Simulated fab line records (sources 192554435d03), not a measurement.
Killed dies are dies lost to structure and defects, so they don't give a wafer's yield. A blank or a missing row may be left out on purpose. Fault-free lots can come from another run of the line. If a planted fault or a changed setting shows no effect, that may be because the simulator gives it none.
fab line records	flow n5Finfet
[record] lots = 11	wafers = 33	lastDay = 17
route steps=1938 shown BEOL_M10@1530 BEOL_M11@1538
lots that met no fault: taken from a fault-free run of the same line
startH: hours from the record's first day to the start of the lot's first wafer shown	waitH: how many hours have passed since the lot's step before this one	" the same as in the row above	L1.1+2: a single row standing in for several wafers	- no value, or no start was given	* or withheld: withheld	< > ~ a bound
route shown NAME@n: names a module that has steps shown in the file, with the first one's number in the route	usual: mean/standard deviation taken from wafers without a fault	same: alike in all rows	chamber/n: place in a boat	sites: the reading at each site	_std_site: their standard deviation	_edge_site: inner sites' mean taken away from outer sites' mean	radiusMm: for every site, how far away it sits from the centre of the wafer	mask NAME#n: copy n	behind: the tool/chamber that last shaped the wafer	hold: the reason the lot was held/the length of the hold in hours/how it ended	device: which transistor (n, p or np) failed to switch	end of line: the tests these same wafers got at the end of their route	where a step has no rows: the recipe by itself	killed: the dies lost at the first sort to structure and to defects; this is not the yield of the wafer	map: dies across one wafer; x = killed, . = not, _ = none there
set.NAME: setting as actually run; set.NAME@STEP: the setting as run at that earlier step	model.NAME: the simulator's own value behind a step, which no gauge read
route steps across a sampled set of lots; one table per step, one row per wafer
services: a tool's chamber out of use, with start hour (startH, from the record's first day; less than 0 if before it), hours out, and reason
[[steps]]
[step N5_BEOL_M10_CMP_52]
[recipe] stopOn = SiCOH_lowk	tOverpolishS = 7	downForcePsi = 1	platenRpm = 50	clearingPlatenDownForcePsi = 1.5	clearingPlatenRpm = 50	postCmpClean = cuAlkaline	targetThkNm = 140	clearingPlatenPadVelocityMS = 0.99484	padVelocityMS = 0.99484
[usual] barrierFieldEndpointS = 29.1/0.84	motorCurrentA = 6.2/0.68	overpolishRunS = 7.000/0.0091	platenRpm = 50.00/0.037	timeToEndpointS = 68/3.9
lot.wafer	tool	chamber	startH	waitH	barrierFieldEndpointS	motorCurrentA	overpolishRunS	platenRpm	timeToEndpointS
L236.1	cmp-02	1	209.80	0.3	29.9	6.4	7.000	49.95	73
L236.4	"	2	"	"	30.7	7.6	6.994	50.00	74
L236.6	"	3	"	"	28.9	5.3	7.007	49.95	69
L240.1	cmp-02	1	233.85	0.3	28.8	6.5	7.005	49.92	68
L240.3	"	3	"	"	28.7	5.5	6.992	50.02	71
L240.5	"	1	"	"	29.0	6.7	7.009	50.01	70
L239.3	cmp-04	3	234.42	0.2	28.0	5.6	6.998	49.99	63
L239.2	"	0	"	"	28.3	5.6	7.003	50.02	62
L239.4	"	1	"	"	28.7	6.0	6.999	50.00	65
L238.1	cmp-04	2	237.12	0.3	27.3	6.3	6.998	50.04	62
L238.3	"	0	"	"	28.5	5.5	6.989	49.95	67
L238.5	"	1	"	"	30.2	5.7	6.985	50.04	72
L243.1	cmp-04	1	255.22	0.5	30.0	5.9	6.994	49.98	68
L243.5	"	2	"	"	29.2	6.2	7.000	49.99	66
L243.6	"	3	"	"	29.9	5.6	6.996	49.98	69
L245.4	cmp-02	1	257.42	0.1	28.7	6.6	6.999	49.99	69
L245.2	"	0	"	"	28.4	6.6	6.995	50.01	67
L245.6	"	1	"	"	28.2	6.3	6.997	49.95	67
L246.2	cmp-01	2	269.55	0.2	29.6	5.4	7.009	50.03	69
L246.3	"	0	"	"	28.2	5.8	7.003	50.03	67
L246.1	"	1	"	"	27.7	6.1	7.000	50.00	63
L249.2	cmp-01	3	297.28	0.2	28.6	7.5	6.993	50.04	63
L249.1	"	1	"	"	28.9	5.9	7.003	50.01	64
L249.5	"	3	"	"	29.2	7.4	7.003	50.00	63
L248.3	cmp-04	1	299.84	0.2	31.0	5.7	7.008	50.00	74
L248.4	"	2	"	"	28.2	6.2	7.007	50.00	62
L248.6	"	0	"	"	29.6	5.1	6.989	49.96	68
L255.3	cmp-02	0	337.12	0.2	28.7	6.5	7.003	50.00	66
L255.1	"	1	"	"	28.8	6.6	6.998	50.06	70
L255.4	"	2	"	"	31.0	7.6	7.000	49.96	76
L258.1	cmp-04	2	352.30	0.3	28.7	6.4	7.010	50.02	64
L258.4	"	0	"	"	29.7	5.6	7.003	50.00	71
L258.5	"	2	"	"	29.5	6.7	6.987	50.02	66
[step N5_BEOL_M10_DEP_56]
[recipe] material = SiCN	targetThkA = 150	tempC = withheld	precursor = 3MS/NH3	pressureTorr = 3	rfW = 202	timeS = 26.5
[usual] chamberPressureTorr = 3.000/0.006	showerheadPlenumPTorr = 3.667/0.01	throttleValvePct = 9.3/0.56
lot.wafer	tool	chamber	startH	waitH	chamberPressureTorr	showerheadPlenumPTorr	throttleValvePct
L236.1	pecvd-02	1	210.28	0.0	3.002	3.664	9.3
L236.4	"	2	"	"	2.993	3.654	8.8
L236.6	"	1	"	"	2.998	3.672	9.4
L240.1	pecvd-02	2	234.20	0.0	2.993	3.658	8.9
L240.3	"	1	"	"	2.992	3.662	9.4
L240.5	"	1	"	"	2.992	3.661	9.2
L239.2	pecvd-04	1	234.76	0.0	2.992	3.657	10.3
L239.3	"	1	"	"	2.993	3.664	10.2
L239.4	"	0	"	"	2.997	3.664	9.0
L238.1	pecvd-04	1	237.45	0.0	3.003	3.671	10.5
L238.3	"	0	"	"	2.999	3.648	9.0
L238.5	"	0	"	"	2.998	3.655	9.1
L243.1	pecvd-03	1	255.46	0.0	2.998	3.671	9.5
L243.5	"	2	"	"	2.998	3.673	9.0
L243.6	"	1	"	"	3.011	3.666	9.6
L245.2	pecvd-04	0	257.78	0.0	2.990	3.663	9.1
L245.4	"	2	"	"	3.005	3.661	8.0
L245.6	"	0	"	"	2.998	3.659	8.9
L246.1	pecvd-03	1	269.91	0.0	3.004	3.673	9.7
L246.2	"	0	"	"	2.994	3.694	9.7
L246.3	"	2	"	"	3.000	3.661	8.9
L249.1	pecvd-04	0	297.63	0.0	3.003	3.654	9.1
L249.2	"	1	"	"	3.005	3.668	10.4
L249.5	"	1	"	"	2.993	3.663	10.4
L248.3	pecvd-02	2	300.16	0.0	3.001	3.662	8.9
L248.4	"	2	"	"	3.004	3.660	8.8
L248.6	"	0	"	"	3.006	3.659	9.4
L255.1	pecvd-03	0	337.48	0.0	2.996	3.694	9.6
L255.3	"	2	"	"	3.002	3.672	9.2
L255.4	"	1	"	"	3.009	3.670	9.7
L258.1	pecvd-02	1	352.64	0.0	2.990	3.672	9.5
L258.4	"	2	"	"	2.999	3.655	9.0
L258.5	"	1	"	"	2.996	3.670	9.2
[step N5_BEOL_M11_THK_MEAS_01]
[recipe] reads = SiCOH_lowk_of_BEOL_M11_ILD_DEP_00
[usual] M11_ILD_THK = 268/3.5
lot.wafer	tool	chamber	startH	waitH	M11_ILD_THK[nm]
L236.1	filmMetro-02	-	211.14	0.4	268
L236.4	"	-	"	"	269
L236.6	"	-	"	"	275
L240.1	filmMetro-02	-	234.96	0.4	270
L240.3	"	-	"	"	272
L240.5	"	-	"	"	272
L239.2	filmMetro-02	-	235.63	0.4	267
L239.3	"	-	"	"	267
L239.4	"	-	"	"	272
L238.1	filmMetro-01	-	238.20	0.4	268
L238.3	"	-	"	"	267
L238.5	"	-	"	"	271
L243.1	filmMetro-02	-	256.19	0.4	268
L243.5	"	-	"	"	272
L243.6	"	-	"	"	273
L245.2	filmMetro-01	-	258.51	0.4	266
L245.4	"	-	"	"	272
L245.6	"	-	"	"	275
L246.1	filmMetro-01	-	270.63	0.4	262
L246.2	"	-	"	"	266
L246.3	"	-	"	"	269
L249.1	filmMetro-02	-	298.59	0.4	264
L249.2	"	-	"	"	268
L249.5	"	-	"	"	269
L248.3	filmMetro-02	-	301.00	0.3	265
L248.4	"	-	"	"	268
L248.6	"	-	"	"	265
L255.1	filmMetro-02	-	338.20	0.4	266
L255.3	"	-	"	"	266
L255.4	"	-	"	"	268
L258.1	filmMetro-02	-	353.37	0.4	262
L258.4	"	-	"	"	264
L258.5	"	-	"	"	263
[step N5_BEOL_M11_COAT_59]
[recipe] resist = SOC	tempC = 250	timeS = 60	spinRpm = 1500	resistThkNm = 100
[usual] spinSpeedRpm = 1500.1/1.2
lot.wafer	tool	chamber	startH	waitH	spinSpeedRpm
L236.1	lithoTrack-02	0	211.40	0.1	1499.1
L236.4	"	0	"	"	1501.2
L236.6	"	0	"	"	1499.9
L240.1	lithoTrack-02	0	236.28	0.1	1500.5
L240.3	"	0	"	"	1499.1
L240.5	"	0	"	"	1500.5
L239.2	lithoTrack-01	0	236.58	0.1	1498.7
L239.3	"	0	"	"	1499.0
L239.4	"	0	"	"	1501.0
L238.1	lithoTrack-01	0	239.83	0.1	1501.0
L238.3	"	0	"	"	1501.9
L238.5	"	0	"	"	1500.0
L243.1	lithoTrack-01	0	256.47	0.1	1499.3
L243.5	"	0	"	"	1501.1
L243.6	"	0	"	"	1498.1
L245.2	lithoTrack-02	0	260.63	0.1	1289.2
L245.4	"	0	"	"	1286.8
L245.6	"	0	"	"	1287.4
L246.1	lithoTrack-02	0	271.96	0.1	1288.1
L246.2	"	0	"	"	1290.5
L246.3	"	0	"	"	1289.9
L249.1	lithoTrack-05	0	298.91	0.1	1500.5
L249.2	"	0	"	"	1500.5
L249.5	"	0	"	"	1500.4
L248.3	lithoTrack-05	0	301.43	0.1	1501.8
L248.4	"	0	"	"	1502.6
L248.6	"	0	"	"	1500.6
L255.1	lithoTrack-05	0	338.92	0.1	1499.9
L255.3	"	0	"	"	1499.0
L255.4	"	0	"	"	1499.7
L258.1	lithoTrack-01	0	354.08	0.1	1500.7
L258.4	"	0	"	"	1500.3
L258.5	"	0	"	"	1499.5
[[services]]
tool	chamber	startH	hours	kind
cmp-04	-	192.99	4.0	pm
pecvd-03	-	196.97	0.5	repair
cmp-04	-	196.99	-	consumableReplace:conditioner
cmp-04	-	196.99	-	consumableReplace:pad
pecvd-04	2	202.38	-	clean
pecvd-04	2	202.38	-	consumableReplace:showerhead
pecvd-04	2	202.38	29.0	scheduledDown
pecvd-04	2	202.38	29.0	ventCycle
cmp-02	-	212.38	0.3	repair
cmp-04	-	221.33	1.1	repair
pecvd-03	0	232.59	2.1	scheduledDown
pecvd-04	2	233.64	5.5	scheduledDown
pecvd-02	0	253.03	5.5	scheduledDown
cmp-04	-	257.30	1.7	repair
cmp-01	-	258.15	6.5	pm
cmp-04	-	269.06	3.8	repair
cmp-01	-	277.37	1.1	repair
cmp-02	-	279.47	6.2	repair
pecvd-04	-	295.33	1.2	repair
cmp-04	-	301.03	0.6	repair
lithoTrack-01	-	311.30	-	consumableReplace:filter
cmp-01	-	322.87	0.9	repair
pecvd-03	-	343.35	14.6	pm
cmp-01	-	345.49	4.0	pm
[[key]]
[firstSign] step = N5_BEOL_M11_COAT_59	reading = spinSpeedRpm	direction = down	sigmas = 99+	usual = *	struck = *
effect none on later readings
metAt N5_BEOL_M11_COAT_59
struckLots L245,L246
notActingAt N5_BEOL_M10_CMP_52,N5_BEOL_M10_DEP_56,N5_BEOL_M11_THK_MEAS_01
onsetBetween 236.28 260.63
[fault] kind = processParameterDrift	tool = lithoTrack-02	chamber = -	onsetH = 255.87	steps = N5_BEOL_M11_COAT_59	channel = spinRpm	offset = *	shape = step	actsIn = *	stated = *
